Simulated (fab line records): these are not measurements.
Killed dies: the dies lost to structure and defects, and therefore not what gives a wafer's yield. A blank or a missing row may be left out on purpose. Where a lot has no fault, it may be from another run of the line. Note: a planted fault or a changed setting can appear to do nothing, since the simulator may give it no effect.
fab line records	flow n5-finfet
[record] lots = 24	wafers = 72	last-day = 20
route steps=1938 shown FIN_SAQP@142 FIN_CUT@172 DUMMY_GATE@231 SD_EPI_N@293 SD_EPI_P@322
lots with no fault: from the same line, run without faults
start-h: the number of hours between the record's first day and the start of the first shown wafer of the lot	wait-h: hours elapsed since this lot's preceding step	" same as the row above	L1.1+2: one row covering several wafers at once	- no value present, or no start provided	* or withheld: withheld	< > ~ a bound
route shown NAME@n: NAME is a module with steps in the file, n the number in the route of the first one	usual: mean and standard deviation over wafers with no fault	same: alike in all rows	chamber/n: place in a boat	sites: per-site readings	_std_site: the values' standard deviation	_edge_site: inner sites' mean taken away from outer sites' mean	radius-mm: how far each site lies from the wafer's centre	mask NAME#n: copy n	behind: the last tool/chamber to shape the wafer	hold: what put the lot on hold/how long, in hours/how the hold closed	device: transistor that didn't switch, given as n, p or np	end of line: tests of these same wafers at the route's end	a step with no rows: only its recipe	killed: count of dies lost to structure and defects at first sort (not the wafer's yield)	map: per-die view of a wafer (x killed, . not killed, _ where there is no die)
set.NAME: the run value of the setting; set.NAME@STEP: its run value at that earlier step	model.NAME: the simulator's own value behind a step, which no gauge read
a sample of lots followed through the steps of the route, with each step as a table and each wafer as a row
services: from which hour (start-h, from the record's first day; less than 0 if before it) a tool's chamber was out of use, for how many hours, and why
[[steps]]
[step N5_FIN_SAQP_HM_OPEN_33]
[recipe] chemistry = CH3F/O2	target = SiNx	mask-material = SiO2	target-depth-a = 494	time-s = 70.6	pressure-mtorr = 30	source-w = 395	bias-w = 73	Ar_flow_sccm = 150	CH3F_flow_sccm = 30	O2_flow_sccm = 20	ion-energy-ev = 120	ends = cleared
[usual] bias-w = 72.99/0.24	drypump-motor-current-A = 5.8/0.5	etch-rf-on-time-s = 69.3/1.6	oes_o_777_au = 0.75/0.059	oes-product-au = 0.63/0.05	rf-vpp-V = 297/5.4	showerhead-plenum-p-Torr = 2.00/0.083	throttle-valve-pct = 16.34/0.22
lot.wafer	tool	chamber	start-h	wait-h	bias-w	drypump-motor-current-A	etch-rf-on-time-s	oes_o_777_au	oes-product-au	rf-hours-counter-h	rf-vpp-V	showerhead-plenum-p-Torr	throttle-valve-pct
L074.2	rie-diel-02	0	26.07	0.0	72.90	6.1	70.0	0.71	0.60	222	297	1.90	16.11
L074.3	"	3	"	"	73.08	6.4	69.5	0.77	0.65	127	292	1.92	15.99
L074.4	"	1	"	"	73.02	5.5	71.4	0.76	0.64	157	297	1.99	16.56
L075.1	rie-diel-06	2	33.66	0.0	72.75	6.2	71.1	0.72	0.61	172	304	2.07	16.30
L075.4	"	3	"	"	72.95	6.8	73.1	0.72	0.62	174	299	2.08	16.28
L075.5	"	1	"	"	73.16	5.2	69.4	0.77	0.63	-	291	2.09	16.34
L076.3	rie-diel-03	3	39.27	0.0	72.78	6.1	68.5	0.71	0.61	180	298	1.90	16.20
L076.4	"	0	"	"	73.11	4.8	70.1	0.72	0.60	206	296	1.98	16.31
L076.5	"	1	"	"	72.86	5.9	67.9	0.87	0.72	-	298	2.11	16.72
L077.3	rie-diel-06	0	46.66	0.1	73.16	5.9	67.4	0.76	0.66	144	310	2.06	16.30
L077.4	"	1	"	"	72.88	5.2	69.3	0.76	0.63	152	291	2.09	16.35
L077.5	"	0	"	"	73.03	5.9	68.1	0.76	0.66	-	308	2.06	16.32
L078.1	rie-diel-06	2	51.68	0.0	72.81	6.1	69.4	0.72	0.61	178	303	2.06	16.31
L078.3	"	3	"	"	73.53	6.7	69.6	0.71	0.62	180	301	2.08	16.30
L078.5	"	3	"	"	72.83	6.8	70.6	0.72	0.62	-	299	2.08	16.30
L079.3	rie-diel-03	1	56.71	0.1	72.79	5.9	66.2	0.86	0.71	107	298	2.11	16.71
L079.4	"	2	"	"	72.83	5.6	71.0	0.75	0.64	132	288	1.91	16.18
L079.6	"	3	"	"	72.93	6.1	68.9	0.71	0.61	-	299	1.90	16.23
L080.2	rie-diel-06	0	63.69	0.0	73.20	5.9	67.4	0.76	0.66	150	309	2.06	16.32
L080.4	"	1	"	"	72.67	5.2	68.0	0.75	0.62	158	292	2.09	16.35
L080.6	"	1	"	"	72.84	5.2	67.6	0.76	0.63	-	292	2.09	16.36
L081.2	rie-diel-02	0	69.30	0.0	73.16	6.1	68.6	0.71	0.60	234	297	1.90	16.14
L081.3	"	3	"	"	73.19	6.4	68.4	0.76	0.65	138	293	1.92	16.00
L081.5	"	0	"	"	72.79	6.1	70.1	0.70	0.60	-	296	1.90	16.14
L082.1	rie-diel-06	3	74.67	0.0	73.06	6.8	69.4	0.71	0.61	189	300	2.08	16.31
L082.4	"	1	"	"	73.05	5.2	67.8	0.75	0.62	163	293	2.09	16.35
L082.6	"	3	"	"	72.71	6.8	69.7	0.71	0.62	-	300	2.08	16.31
L083.1	rie-diel-03	0	81.19	0.1	72.44	4.9	69.1	0.72	0.59	221	297	1.98	16.34
L083.2	"	1	"	"	72.97	5.9	66.0	0.85	0.70	117	298	2.11	16.73
L083.6	"	3	"	"	72.83	6.1	70.2	0.70	0.60	-	298	1.90	16.23
L084.2	rie-diel-03	0	87.11	0.0	73.26	4.9	68.9	0.71	0.60	224	295	1.98	16.34
L084.4	"	2	"	"	73.41	5.6	69.4	0.75	0.65	142	287	1.91	16.18
L084.5	"	2	"	"	73.11	5.6	69.5	0.74	0.65	-	289	1.91	16.19
L085.1	rie-diel-03	2	97.07	0.1	73.21	5.6	70.0	0.74	0.64	145	288	1.91	16.17
L085.3	"	1	"	"	72.80	5.9	68.5	0.85	0.69	123	296	2.10	16.73
L085.6	"	2	"	"	72.79	5.6	70.7	0.74	0.64	-	288	1.91	16.20
L086.2	rie-diel-02	1	99.12	0.0	72.91	5.5	69.8	0.74	0.64	179	295	1.98	16.61
L086.3	"	2	"	"	72.92	5.2	71.8	0.71	0.60	211	294	1.99	16.42
L086.4	"	0	"	"	73.21	6.1	69.5	0.70	0.59	244	296	1.90	16.16
L087.3	rie-diel-02	1	106.58	0.1	73.04	5.5	68.9	0.74	0.63	181	294	1.98	16.62
L087.4	"	2	"	"	73.12	5.2	68.7	0.71	0.60	213	297	1.99	16.42
L087.5	"	0	"	"	72.93	6.1	70.2	0.69	0.59	-	296	1.90	16.16
L088.3	rie-diel-03	0	112.47	0.1	72.90	4.9	69.5	0.72	0.59	229	296	1.98	16.34
L088.5	"	3	"	"	73.20	6.1	70.5	0.70	0.59	-	298	1.89	16.25
L088.6	"	2	"	"	72.76	5.6	70.9	0.74	0.63	-	288	1.90	16.20
L089.1	rie-diel-03	2	116.60	0.1	73.06	5.7	68.6	0.73	0.63	154	287	1.90	16.21
L089.3	"	3	"	"	73.14	6.1	69.2	0.69	0.59	210	297	1.89	16.25
L089.4	"	0	"	"	72.84	4.9	70.7	0.71	0.58	231	296	1.98	16.34
L090.1	rie-diel-03	1	122.52	0.0	73.07	5.9	67.9	0.83	0.69	135	297	2.10	16.76
L090.2	"	0	"	"	72.91	4.9	70.2	0.71	0.58	234	297	1.97	16.34
L090.6	"	0	"	"	72.76	4.9	70.8	0.71	0.58	-	294	1.97	16.35
L091.3	rie-diel-03	3	129.54	0.0	72.85	6.1	67.7	0.69	0.60	215	297	1.89	16.28
L091.4	"	3	"	"	72.73	6.1	70.5	0.69	0.59	-	299	1.89	16.28
L091.5	"	1	"	"	73.19	5.9	68.7	0.83	0.68	-	298	2.10	16.77
L092.1	rie-diel-06	0	135.62	0.1	73.11	5.9	68.4	0.74	0.64	172	308	2.06	16.35
L092.3	"	2	"	"	73.19	6.1	71.1	0.70	0.58	205	305	2.06	16.37
L092.6	"	2	"	"	73.31	6.1	71.1	0.69	0.59	-	304	2.06	16.35
L093.3	rie-diel-02	2	140.38	0.0	72.83	5.2	69.5	0.70	0.59	228	296	1.99	16.45
L093.5	"	0	"	"	72.82	6.1	66.7	0.99	0.86	-	300	2.14	15.76
L093.6	"	1	"	"	72.90	5.5	72.7	0.73	0.62	-	295	1.98	16.65
L094.2	rie-diel-02	3	146.38	0.0	72.87	6.3	67.7	0.74	0.63	169	292	1.91	16.07
L094.3	"	0	"	"	73.00	6.1	64.7	0.98	0.85	4	300	2.14	15.75
L094.6	"	0	"	"	72.90	6.1	65.8	0.99	0.85	-	302	2.14	15.74
L095.1	rie-diel-06	3	151.54	0.0	73.00	6.7	68.6	0.70	0.61	212	300	2.07	16.35
L095.2	"	0	"	"	72.79	5.9	68.6	0.74	0.64	178	309	2.05	16.37
L095.3	"	2	"	"	73.28	6.2	71.0	0.70	0.59	210	303	2.05	16.36
L096.1	rie-diel-03	0	158.33	0.0	73.38	4.9	71.1	0.70	0.58	247	295	1.97	16.38
L096.2	"	1	"	"	72.77	5.9	69.8	0.82	0.67	148	297	2.09	16.79
L096.4	"	2	"	"	72.90	5.6	73.9	0.73	0.62	168	287	1.90	16.23
L097.3	rie-diel-03	3	163.99	0.0	72.85	6.1	69.1	0.69	0.58	225	298	1.89	16.31
L097.5	"	1	"	"	73.04	5.9	68.0	0.82	0.67	-	299	2.09	16.79
L097.6	"	2	"	"	72.88	5.6	71.5	0.73	0.62	-	288	1.90	16.23
[step N5_FIN_CUT_STRIP_24]
[recipe] chemistry = CF4	resist = SiARC	power-w = 300	bias-power-w = 75	pressure-mtorr = 50	cf4-flow-sccm = 150	rf-frequency-hz = 6e+07
[usual] cf4-flow-sccm = 150.0/0.47	drypump-motor-current-A = 5.5/0.49	oes-product-au = 0.79/0.083	rf-vpp-V = 271.3/1.4	showerhead-plenum-p-Torr = 1.80/0.058	throttle-valve-pct = 13.65/0.24
lot.wafer	tool	chamber	start-h	wait-h	cf4-flow-sccm	drypump-motor-current-A	oes-product-au	rf-hours-counter-h	rf-vpp-V	showerhead-plenum-p-Torr	throttle-valve-pct
L074.2	rie-diel-01	1	27.45	0.0	149.3	6.2	0.74	148	270.3	1.86	13.50
L074.3	"	0	"	"	150.5	6.1	0.71	208	274.1	1.87	14.07
L074.4	"	1	"	"	149.8	6.1	0.74	-	272.4	1.86	13.48
L075.1	rie-diel-05	1	35.16	0.0	150.0	5.9	0.95	10	272.7	1.91	13.57
L075.4	"	0	"	"	150.7	4.7	0.74	-	272.9	1.87	13.75
L075.5	"	1	"	"	150.3	5.9	0.95	-	271.3	1.91	13.58
L076.3	rie-diel-01	0	40.82	0.0	149.4	6.1	0.71	214	273.4	1.86	14.09
L076.4	"	1	"	"	150.1	6.1	0.74	-	273.4	1.86	13.51
L076.5	"	0	"	"	149.2	6.1	0.71	-	271.9	1.86	14.09
L077.3	rie-diel-05	1	48.43	0.0	150.5	5.9	0.94	13	272.7	1.91	13.57
L077.4	"	0	"	"	150.2	4.7	0.74	153	271.3	1.87	13.76
L077.5	"	0	"	"	149.7	4.7	0.74	-	272.4	1.87	13.76
L078.1	rie-diel-04	2	53.18	0.0	150.1	5.5	0.79	96	271.2	1.74	13.40
L078.3	"	0	"	"	149.6	5.8	0.72	179	271.0	1.80	13.86
L078.5	"	3	"	"	150.4	5.9	0.74	-	270.1	1.80	13.96
L079.3	rie-diel-04	0	58.09	0.0	150.5	5.8	0.72	181	269.3	1.80	13.85
L079.4	"	1	"	"	150.2	5.8	0.91	19	269.3	1.76	13.40
L079.6	"	1	"	"	150.4	5.7	0.90	-	269.1	1.76	13.40
L080.2	rie-diel-01	0	65.19	0.0	149.6	6.1	0.70	221	272.5	1.86	14.10
L080.4	"	1	"	"	149.3	6.2	0.74	161	272.5	1.86	13.52
L080.6	"	2	"	"	150.2	5.1	0.91	-	271.4	1.86	13.35
L081.2	rie-diel-05	3	70.95	0.0	150.3	5.0	0.93	8	271.1	1.76	13.30
L081.3	"	2	"	"	150.1	5.5	0.78	106	269.4	1.74	13.54
L081.5	"	0	"	"	150.8	4.7	0.74	-	273.4	1.87	13.75
L082.1	rie-diel-05	2	76.07	0.0	150.2	5.5	0.79	108	271.5	1.74	13.53
L082.4	"	0	"	"	150.3	4.7	0.74	161	272.7	1.87	13.76
L082.6	"	1	"	"	149.8	5.9	0.91	-	274.3	1.90	13.57
L083.1	rie-diel-05	3	82.57	0.0	149.6	5.0	0.91	12	271.0	1.76	13.33
L083.2	"	0	"	"	149.9	4.7	0.73	163	272.3	1.87	13.77
L083.6	"	3	"	"	150.0	5.0	0.91	-	270.3	1.76	13.31
L084.2	rie-diel-05	0	88.49	0.0	149.8	4.7	0.73	164	271.5	1.87	13.79
L084.4	"	3	"	"	149.5	5.0	0.91	-	270.7	1.76	13.33
L084.5	"	2	"	"	150.3	5.5	0.78	-	270.0	1.74	13.54
L085.1	rie-diel-04	1	98.44	0.0	150.0	5.8	0.89	30	271.6	1.75	13.41
L085.3	"	2	"	"	150.2	5.5	0.79	109	270.0	1.74	13.43
L085.6	"	0	"	"	149.9	5.8	0.71	-	271.8	1.79	13.88
L086.2	rie-diel-05	0	100.50	0.0	150.4	4.7	0.73	168	273.1	1.87	13.78
L086.3	"	3	"	"	150.3	5.0	0.90	17	270.7	1.76	13.32
L086.4	"	1	"	"	149.7	5.9	0.91	24	273.6	1.90	13.60
L087.3	rie-diel-05	2	108.67	0.0	148.9	5.5	0.77	118	270.5	1.73	13.54
L087.4	"	0	"	"	150.8	4.7	0.73	171	273.1	1.87	13.78
L087.5	"	0	"	"	150.2	4.7	0.73	-	272.0	1.87	13.78
L088.3	rie-diel-04	3	113.87	0.0	149.8	5.8	0.72	202	271.8	1.79	14.01
L088.5	"	0	"	"	149.8	5.8	0.71	-	271.4	1.79	13.90
L088.6	"	3	"	"	150.4	5.8	0.72	-	269.2	1.79	14.01
L089.1	rie-diel-04	3	118.10	0.0	148.9	5.8	0.72	204	271.6	1.79	14.05
L089.3	"	1	"	"	150.3	5.7	0.88	38	271.3	1.75	13.42
L089.4	"	3	"	"	149.6	5.9	0.71	-	271.0	1.79	14.04
L090.1	rie-diel-05	2	124.03	0.0	149.5	5.5	0.77	124	270.0	1.73	13.57
L090.2	"	1	"	"	150.0	5.9	0.89	35	274.6	1.90	13.62
L090.6	"	3	"	"	149.7	5.0	0.88	-	269.3	1.76	13.35
L091.3	rie-diel-04	0	131.05	0.0	149.8	5.8	0.70	204	270.7	1.79	13.90
L091.4	"	3	"	"	150.0	5.9	0.72	207	270.6	1.79	14.03
L091.5	"	3	"	"	150.4	5.8	0.72	-	271.6	1.79	14.02
L092.1	rie-diel-05	3	137.00	0.0	149.8	5.0	0.87	28	271.0	1.76	13.36
L092.3	"	2	"	"	149.4	5.5	0.77	127	270.5	1.73	13.57
L092.6	"	0	"	"	149.9	4.7	0.72	-	270.8	1.86	13.81
L093.3	rie-diel-04	2	141.78	0.0	149.3	5.5	0.77	120	269.5	1.73	13.46
L093.5	"	3	"	"	150.4	5.9	0.71	-	270.5	1.79	14.03
L093.6	"	2	"	"	150.1	5.5	0.78	-	270.2	1.73	13.46
L094.2	rie-diel-01	1	147.77	0.0	149.8	6.1	0.70	192	271.8	1.85	13.59
L094.3	"	2	"	"	150.0	5.1	0.85	39	272.7	1.85	13.43
L094.6	"	2	"	"	149.8	5.1	0.86	-	273.0	1.85	13.43
L095.1	rie-diel-04	2	153.04	0.0	150.6	5.5	0.78	122	271.6	1.73	13.47
L095.2	"	0	"	"	150.2	5.8	0.70	210	269.3	1.79	13.92
L095.3	"	3	"	"	150.1	5.9	0.71	214	271.1	1.79	14.05
L096.1	rie-diel-05	2	159.71	0.0	149.6	5.5	0.76	134	270.5	1.73	13.59
L096.2	"	0	"	"	150.7	4.7	0.71	187	272.1	1.86	13.81
L096.4	"	3	"	"	149.8	5.0	0.86	35	270.4	1.76	13.35
L097.3	rie-diel-05	1	165.50	0.0	150.5	5.9	0.88	46	273.6	1.90	13.64
L097.5	"	2	"	"	149.9	5.5	0.76	-	268.4	1.73	13.58
L097.6	"	1	"	"	150.3	5.9	0.88	-	273.5	1.90	13.65
[step N5_DUMMY_GATE_CD_MEAS_15]
[recipe] target-cd-nm = 25.8	landing-energy-ev = 500	detector = se-inlens
[usual] cd-nm = 24.94/0.22
lot.wafer	tool	chamber	start-h	wait-h	cd-nm
L074.2	cd-sem-01	0	47.08	-	25.05
L074.3	"	0	"	"	25.34
L074.4	"	0	"	"	25.22
L075.1	cd-sem-03	0	55.40	-	24.61
L075.4	"	0	"	"	24.75
L075.5	"	0	"	"	25.21
L076.3	cd-sem-03	0	59.56	-	24.62
L076.4	"	0	"	"	24.62
L076.5	"	0	"	"	24.89
L077.3	cd-sem-03	0	69.14	-	24.96
L077.4	"	0	"	"	24.88
L077.5	"	0	"	"	25.24
L078.1	cd-sem-01	0	71.61	-	25.17
L078.3	"	0	"	"	25.27
L078.5	"	0	"	"	25.13
L079.3	cd-sem-02	0	77.65	-	24.87
L079.4	"	0	"	"	25.09
L079.6	"	0	"	"	25.15
L080.2	cd-sem-03	0	83.12	-	24.96
L080.4	"	0	"	"	24.89
L080.6	"	0	"	"	24.70
L081.2	cd-sem-03	0	90.51	-	24.98
L081.3	"	0	"	"	24.82
L081.5	"	0	"	"	25.16
L082.1	cd-sem-03	0	97.29	-	24.54
L082.4	"	0	"	"	24.84
L082.6	"	0	"	"	24.96
L083.1	cd-sem-03	0	107.02	-	24.47
L083.2	"	0	"	"	24.95
L083.6	"	0	"	"	25.07
L084.2	cd-sem-03	0	109.26	-	25.23
L084.4	"	0	"	"	24.97
L084.5	"	0	"	"	25.10
L085.1	cd-sem-01	0	117.32	-	25.08
L085.3	"	0	"	"	24.65
L085.6	"	0	"	"	24.57
L086.2	cd-sem-02	0	120.18	-	24.76
L086.3	"	0	"	"	25.18
L086.4	"	0	"	"	25.15
L087.3	cd-sem-02	0	127.19	-	25.19
L087.4	"	0	"	"	25.02
L087.5	"	0	"	"	24.68
L088.3	cd-sem-03	0	131.99	-	25.30
L088.5	"	0	"	"	24.80
L088.6	"	0	"	"	24.86
L089.1	cd-sem-02	0	136.14	-	24.89
L089.3	"	0	"	"	24.99
L089.4	"	0	"	"	24.97
L090.1	cd-sem-01	0	142.67	-	25.03
L090.2	"	0	"	"	24.88
L090.6	"	0	"	"	24.91
L091.3	cd-sem-01	0	148.95	-	24.80
L091.4	"	0	"	"	25.12
L091.5	"	0	"	"	24.81
L092.1	cd-sem-02	0	155.53	-	24.78
L092.3	"	0	"	"	24.72
L092.6	"	0	"	"	25.08
L093.3	cd-sem-02	0	159.80	-	24.81
L093.5	"	0	"	"	24.90
L093.6	"	0	"	"	24.82
L094.2	cd-sem-02	0	168.87	-	25.14
L094.3	"	0	"	"	24.42
L094.6	"	0	"	"	24.65
L095.1	cd-sem-02	0	172.06	-	24.30
L095.2	"	0	"	"	24.71
L095.3	"	0	"	"	25.06
L096.1	cd-sem-03	0	177.59	-	24.57
L096.2	"	0	"	"	25.17
L096.4	"	0	"	"	25.00
L097.3	cd-sem-01	0	184.15	-	24.78
L097.5	"	0	"	"	25.04
L097.6	"	0	"	"	24.87
[step N5_DUMMY_GATE_INSPECT_17]
[recipe] mode = adi	inspect-instrument = brightfield
[usual] raw-defect-count = 188/58
lot.wafer	tool	chamber	start-h	wait-h	raw-defect-count
L074.2	defect-inspect-02	-	47.18	0.0	253
L074.3	"	-	"	"	319
L074.4	"	-	"	"	237
L075.1	defect-inspect-02	-	55.50	0.1	165
L075.4	"	-	"	"	171
L075.5	"	-	"	"	184
L076.3	defect-inspect-02	-	59.65	0.0	210
L076.4	"	-	"	"	161
L076.5	"	-	"	"	177
L077.3	defect-inspect-01	-	69.23	0.0	143
L077.4	"	-	"	"	126
L077.5	"	-	"	"	164
L078.1	defect-inspect-01	-	71.71	0.1	165
L078.3	"	-	"	"	172
L078.5	"	-	"	"	113
L079.3	defect-inspect-01	-	77.75	0.0	158
L079.4	"	-	"	"	148
L079.6	"	-	"	"	169
L080.2	defect-inspect-01	-	83.22	0.0	178
L080.4	"	-	"	"	105
L080.6	"	-	"	"	121
L081.2	defect-inspect-01	-	90.61	0.1	153
L081.3	"	-	"	"	151
L081.5	"	-	"	"	126
L082.1	defect-inspect-01	-	97.39	0.1	109
L082.4	"	-	"	"	179
L082.6	"	-	"	"	181
L083.1	defect-inspect-01	-	107.12	0.1	175
L083.2	"	-	"	"	113
L083.6	"	-	"	"	91
L084.2	defect-inspect-01	-	109.36	0.0	108
L084.4	"	-	"	"	120
L084.5	"	-	"	"	172
L085.1	defect-inspect-02	-	117.43	0.1	141
L085.3	"	-	"	"	157
L085.6	"	-	"	"	149
L086.2	defect-inspect-01	-	120.28	0.0	191
L086.3	"	-	"	"	216
L086.4	"	-	"	"	202
L087.3	defect-inspect-02	-	127.29	0.0	211
L087.4	"	-	"	"	203
L087.5	"	-	"	"	268
L088.3	defect-inspect-01	-	132.08	0.0	200
L088.5	"	-	"	"	131
L088.6	"	-	"	"	137
L089.1	defect-inspect-02	-	136.24	0.1	186
L089.3	"	-	"	"	314
L089.4	"	-	"	"	183
L090.1	defect-inspect-01	-	142.77	0.1	191
L090.2	"	-	"	"	177
L090.6	"	-	"	"	151
L091.3	defect-inspect-01	-	149.04	0.0	205
L091.4	"	-	"	"	213
L091.5	"	-	"	"	191
L092.1	defect-inspect-02	-	155.63	0.1	218
L092.3	"	-	"	"	238
L092.6	"	-	"	"	197
L093.3	defect-inspect-02	-	159.89	0.0	121
L093.5	"	-	"	"	155
L093.6	"	-	"	"	205
L094.2	defect-inspect-01	-	168.96	0.0	216
L094.3	"	-	"	"	194
L094.6	"	-	"	"	230
L095.1	defect-inspect-02	-	172.16	0.1	234
L095.2	"	-	"	"	280
L095.3	"	-	"	"	230
L096.1	defect-inspect-02	-	177.69	0.1	113
L096.2	"	-	"	"	157
L096.4	"	-	"	"	156
L097.3	defect-inspect-02	-	184.24	0.0	219
L097.5	"	-	"	"	302
L097.6	"	-	"	"	235
[step N5_SD_EPI_N_LINER_46]
[recipe] material = SiNx	target-thk-a = 30	temp-c = 400	ald-precursor-family = SiH2I2	ald-co-reactant = N2/H2-plasma	pressure-torr = 2
[usual] heater-power-w = 844/71
lot.wafer	tool	chamber	start-h	wait-h	heater-power-w
L074.2	ald-sin-01	2	53.92	0.5	866
L074.3	"	1	"	"	953
L074.4	"	3	"	"	746
L075.1	ald-sin-03	0	62.90	0.2	702
L075.4	"	3	"	"	799
L075.5	"	1	"	"	903
L076.3	ald-sin-03	3	67.50	0.1	806
L076.4	"	2	"	"	935
L076.5	"	0	"	"	728
L077.3	ald-sin-02	2	75.20	0.2	787
L077.4	"	1	"	"	848
L077.5	"	3	"	"	888
L078.1	ald-sin-03	2	78.00	0.3	959
L078.3	"	1	"	"	883
L078.5	"	1	"	"	905
L079.3	ald-sin-02	1	84.85	0.1	866
L079.4	"	2	"	"	786
L079.6	"	2	"	"	800
L080.2	ald-sin-02	1	89.78	0.6	862
L080.4	"	3	"	"	917
L080.6	"	0	"	"	774
L081.2	ald-sin-02	3	99.66	0.6	895
L081.3	"	1	"	"	882
L081.5	"	0	"	"	800
L082.1	ald-sin-01	3	105.61	1.2	772
L082.4	"	2	"	"	860
L082.6	"	0	"	"	825
L083.1	ald-sin-01	3	113.16	0.2	746
L083.2	"	0	"	"	848
L083.6	"	3	"	"	767
L084.2	ald-sin-03	0	116.25	0.1	730
L084.4	"	0	"	"	715
L084.5	"	1	"	"	915
L085.1	ald-sin-03	0	123.65	0.2	732
L085.3	"	2	"	"	887
L085.6	"	1	"	"	903
L086.2	ald-sin-01	0	126.43	0.1	843
L086.3	"	1	"	"	969
L086.4	"	2	"	"	862
L087.3	ald-sin-01	1	133.96	0.5	963
L087.4	"	0	"	"	819
L087.5	"	1	"	"	963
L088.3	ald-sin-02	3	138.42	0.2	908
L088.5	"	1	"	"	887
L088.6	"	0	"	"	769
L089.1	ald-sin-02	3	143.69	0.5	907
L089.3	"	2	"	"	797
L089.4	"	0	"	"	779
L090.1	ald-sin-02	0	149.51	0.2	776
L090.2	"	3	"	"	910
L090.6	"	0	"	"	764
L091.3	ald-sin-02	3	155.17	0.1	916
L091.4	"	2	"	"	790
L091.5	"	0	"	"	781
L092.1	ald-sin-02	0	161.98	0.2	754
L092.3	"	2	"	"	822
L092.6	"	1	"	"	886
L093.3	ald-sin-02	2	166.73	0.3	784
L093.5	"	1	"	"	878
L093.6	"	0	"	"	783
L094.2	ald-sin-03	3	176.53	0.2	811
L094.3	"	0	"	"	746
L094.6	"	2	"	"	928
L095.1	ald-sin-01	0	179.00	1.0	825
L095.2	"	3	"	"	745
L095.3	"	2	"	"	861
L096.1	ald-sin-03	0	183.90	0.4	711
L096.2	"	2	"	"	934
L096.4	"	3	"	"	793
L097.3	ald-sin-01	0	190.90	0.7	848
L097.5	"	1	"	"	971
L097.6	"	0	"	"	847
[step N5_SD_EPI_P_EPI_MEAS_23]
[recipe] mode = xrd
[usual] thk-nm = 61.3/1.3
lot.wafer	tool	chamber	start-h	wait-h	thk-nm
L074.2	film-metro-01	-	58.22	1.5	60.5
L074.3	"	-	"	"	63.3
L074.4	"	-	"	"	62.1
L075.1	film-metro-01	-	67.06	1.8	62.2
L075.4	"	-	"	"	62.5
L075.5	"	-	"	"	61.0
L076.3	film-metro-01	-	72.85	1.5	60.6
L076.4	"	-	"	"	60.8
L076.5	"	-	"	"	61.4
L077.3	film-metro-02	-	81.78	2.0	62.5
L077.4	"	-	"	"	62.9
L077.5	"	-	"	"	60.8
L078.1	film-metro-02	-	82.31	1.8	61.9
L078.3	"	-	"	"	61.8
L078.5	"	-	"	"	60.6
L079.3	film-metro-01	-	89.02	1.1	59.6
L079.4	"	-	"	"	60.1
L079.6	"	-	"	"	62.0
L080.2	film-metro-01	-	94.23	1.5	60.7
L080.4	"	-	"	"	62.4
L080.6	"	-	"	"	61.0
L081.2	film-metro-02	-	104.09	1.5	60.8
L081.3	"	-	"	"	61.7
L081.5	"	-	"	"	62.9
L082.1	film-metro-01	-	110.61	2.4	59.4
L082.4	"	-	"	"	61.0
L082.6	"	-	"	"	60.7
L083.1	film-metro-02	-	117.32	1.8	62.4
L083.2	"	-	"	"	62.2
L083.6	"	-	"	"	59.9
L084.2	film-metro-02	-	120.41	1.5	62.2
L084.4	"	-	"	"	64.1
L084.5	"	-	"	"	62.9
L085.1	film-metro-02	-	128.03	1.8	60.9
L085.3	"	-	"	"	62.6
L085.6	"	-	"	"	63.4
L086.2	film-metro-02	-	131.56	2.0	61.6
L086.3	"	-	"	"	61.3
L086.4	"	-	"	"	57.7
L087.3	film-metro-02	-	138.44	1.1	60.2
L087.4	"	-	"	"	59.8
L087.5	"	-	"	"	60.2
L088.3	film-metro-01	-	143.17	1.1	61.6
L088.5	"	-	"	"	61.3
L088.6	"	-	"	"	59.9
L089.1	film-metro-02	-	147.97	1.8	61.7
L089.3	"	-	"	"	63.0
L089.4	"	-	"	"	62.4
L090.1	film-metro-01	-	153.80	1.8	60.9
L090.2	"	-	"	"	61.5
L090.6	"	-	"	"	61.7
L091.3	film-metro-02	-	159.51	1.1	62.0
L091.4	"	-	"	"	60.9
L091.5	"	-	"	"	59.9
L092.1	film-metro-01	-	166.29	1.8	60.1
L092.3	"	-	"	"	61.7
L092.6	"	-	"	"	60.1
L093.3	film-metro-02	-	171.75	1.5	60.2
L093.5	"	-	"	"	59.7
L093.6	"	-	"	"	60.9
L094.2	film-metro-02	-	180.69	1.5	59.7
L094.3	"	-	"	"	60.0
L094.6	"	-	"	"	61.5
L095.1	film-metro-02	-	183.18	1.9	59.9
L095.2	"	-	"	"	57.7
L095.3	"	-	"	"	60.5
L096.1	film-metro-01	-	188.18	1.8	61.8
L096.2	"	-	"	"	60.4
L096.4	"	-	"	"	63.4
L097.3	film-metro-01	-	195.06	1.1	61.4
L097.5	"	-	"	"	64.7
L097.6	"	-	"	"	65.0
[[services]]
tool	chamber	start-h	hours	kind
rie-diel-06	0	4.62	3.9	repair
ald-sin-03	-	5.09	2.8	pm
ald-sin-02	3	10.76	3.8	repair
ald-sin-03	-	17.81	6.1	pm
rie-diel-05	-	25.24	0.2	repair
ald-sin-03	0	25.44	6.5	repair
ald-sin-03	3	27.07	20.2	repair
ald-sin-02	1	35.50	21.3	repair
ald-sin-02	2	36.42	9.5	repair
ald-sin-01	-	39.35	0.9	repair
ald-sin-01	-	42.47	1.5	repair
rie-diel-02	3	46.09	4.0	repair
rie-diel-02	-	56.46	2.8	pm
ald-sin-03	-	61.67	1.2	repair
rie-diel-03	2	77.09	4.3	repair
rie-diel-06	-	79.36	2.8	pm
rie-diel-05	1	80.42	9.3	repair
ald-sin-03	3	83.57	6.5	repair
rie-diel-04	2	105.37	13.3	repair
ald-sin-03	3	111.15	14.7	repair
rie-diel-06	0	119.41	1.3	repair
rie-diel-03	2	127.70	2.8	repair
ald-sin-01	3	131.40	31.4	repair
ald-sin-02	-	176.76	14.0	pm
[[key]]
fault none
